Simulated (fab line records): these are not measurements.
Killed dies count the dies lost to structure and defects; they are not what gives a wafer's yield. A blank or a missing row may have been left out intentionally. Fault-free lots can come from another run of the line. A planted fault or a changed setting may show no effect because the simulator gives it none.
Which tool was responsible? || flow nandHarc || route of 1302 steps, sampled at 1 step: 24 lots, 72 wafers

WHAT THE GAUGES SHOWED, per wafer
NHARC_A_CONTACT_OVL_MEAS_43. Usual: overlayXNm -0.1 nm, standard deviation 0.82; overlayYNm -0.1 nm, standard deviation 0.84.
{"lot": "L075", "measured": "day 21 21:59", "on": "overlay-01", "overlayXNm (nm)": "-1.2 -1.1 -1.6", "overlayYNm (nm)": "0.4 -0.1 -0.3", "flag": ""}
{"lot": "L074", "measured": "day 21 22:19", "on": "overlay-01", "overlayXNm (nm)": "-0.6 -1.1 -0.7", "overlayYNm (nm)": "0.9 1.0 0.9", "flag": ""}
{"lot": "L076", "measured": "day 22 12:41", "on": "overlay-01", "overlayXNm (nm)": "-0.2 -0.1 0.1", "overlayYNm (nm)": "0.4 0.6 0.6", "flag": ""}
{"lot": "L078", "measured": "day 22 13:04", "on": "overlay-02", "overlayXNm (nm)": "-0.2 -0.1 0.1", "overlayYNm (nm)": "-0.8 -1.3 -1.2", "flag": ""}
{"lot": "L077", "measured": "day 23 04:28", "on": "overlay-02", "overlayXNm (nm)": "0.4 0.8 0.5", "overlayYNm (nm)": "0.1 0.4 0.5", "flag": ""}
{"lot": "L079", "measured": "day 24 00:19", "on": "overlay-01", "overlayXNm (nm)": "-1.9 -1.7 -2.1", "overlayYNm (nm)": "-1.3 -1.9 -0.9", "flag": ""}
{"lot": "L081", "measured": "day 24 20:35", "on": "overlay-01", "overlayXNm (nm)": "-1.0 -0.9 -0.9", "overlayYNm (nm)": "-0.6 -0.8 -0.7", "flag": ""}
{"lot": "L080", "measured": "day 25 01:31", "on": "overlay-02", "overlayXNm (nm)": "0.0 0.3 -0.2", "overlayYNm (nm)": "0.2 0.3 0.3", "flag": ""}
{"lot": "L083", "measured": "day 25 03:35", "on": "overlay-02", "overlayXNm (nm)": "-0.3 0.1 -0.2", "overlayYNm (nm)": "1.4 1.2 0.9", "flag": ""}
{"lot": "L082", "measured": "day 25 05:43", "on": "overlay-01", "overlayXNm (nm)": "-0.4 -0.4 0.3", "overlayYNm (nm)": "-0.2 -0.4 -0.4", "flag": ""}
{"lot": "L084", "measured": "day 25 18:44", "on": "overlay-02", "overlayXNm (nm)": "0.4 0.2 -0.2", "overlayYNm (nm)": "1.6 1.2 1.4", "flag": ""}
{"lot": "L085", "measured": "day 26 05:12", "on": "overlay-02", "overlayXNm (nm)": "1.0 0.5 0.9", "overlayYNm (nm)": "-0.7 -1.2 -1.0", "flag": ""}
{"lot": "L086", "measured": "day 26 05:24", "on": "overlay-01", "overlayXNm (nm)": "-1.8 -1.2 -2.1", "overlayYNm (nm)": "0.4 1.1 0.1", "flag": ""}
{"lot": "L087", "measured": "day 26 15:18", "on": "overlay-02", "overlayXNm (nm)": "0.3 0.4 0.8", "overlayYNm (nm)": "-1.2 -0.9 -1.4", "flag": ""}
{"lot": "L089", "measured": "day 27 07:22", "on": "overlay-02", "overlayXNm (nm)": "-0.2 -0.5 0.2", "overlayYNm (nm)": "-1.1 -0.7 -0.3", "flag": ""}
{"lot": "L091", "measured": "day 27 14:13", "on": "overlay-01", "overlayXNm (nm)": "-0.7 -0.5 -0.7", "overlayYNm (nm)": "-0.7 -0.1 -0.2", "flag": ""}
{"lot": "L090", "measured": "day 27 15:22", "on": "overlay-02", "overlayXNm (nm)": "0.5 0.9 0.8", "overlayYNm (nm)": "-1.2 -0.8 -0.9", "flag": ""}
{"lot": "L088", "measured": "day 27 19:35", "on": "overlay-02", "overlayXNm (nm)": "0.8 0.9 0.7", "overlayYNm (nm)": "0.6 0.5 -0.1", "flag": ""}
{"lot": "L092", "measured": "day 28 15:00", "on": "overlay-01", "overlayXNm (nm)": "-1.1 0.0 -1.0", "overlayYNm (nm)": "-0.5 -0.3 -0.7", "flag": ""}
{"lot": "L093", "measured": "day 29 00:16", "on": "overlay-02", "overlayXNm (nm)": "-0.3 -0.1 -0.1", "overlayYNm (nm)": "-0.7 -0.7 -1.0", "flag": ""}
{"lot": "L095", "measured": "day 29 17:16", "on": "overlay-01", "overlayXNm (nm)": "1.0 1.0 0.9", "overlayYNm (nm)": "0.9 1.0 1.0", "flag": ""}
{"lot": "L094", "measured": "day 29 17:31", "on": "overlay-02", "overlayXNm (nm)": "1.5 1.5 1.2", "overlayYNm (nm)": "0.3 0.0 0.0", "flag": ""}
{"lot": "L096", "measured": "day 30 05:23", "on": "overlay-02", "overlayXNm (nm)": "-0.4 -0.4 0.0", "overlayYNm (nm)": "0.7 0.7 0.6", "flag": ""}
{"lot": "L097", "measured": "day 30 22:26", "on": "overlay-01", "overlayXNm (nm)": "-0.5 -0.1 -0.9", "overlayYNm (nm)": "0.3 0.4 0.5", "flag": ""}

TOOL THAT RAN EACH LOT (tool first, then ch and the chambers of the sampled wafers, then the start)
The record holds no process step before these readings.

WHAT THE TOOLS THEMSELVES READ (means of the sampled wafers that have a number; where no wafer has one, the mark that the record gives instead)
The record holds no such reading with a usual standard deviation.

THE ANSWER, worked out from the rows above alone
Rule: a lot is off if the mean of its wafers that have a number lies more than 3 standard deviations from the usual mean. Also off: a lot with no number at a reading for which 4 or more lots have one. Any other lot the step has rows for is counted as sound. First the gauges in route order, then the tools' own readings, where a lot's mean is used as printed above. At the first step where some lot is off, the reading lying furthest off is the one used; lots without a number count as furthest.
No lot is off at any reading shown: from this, nothing can be told.

WHAT HAD BEEN PUT IN BY THE SIMULATOR
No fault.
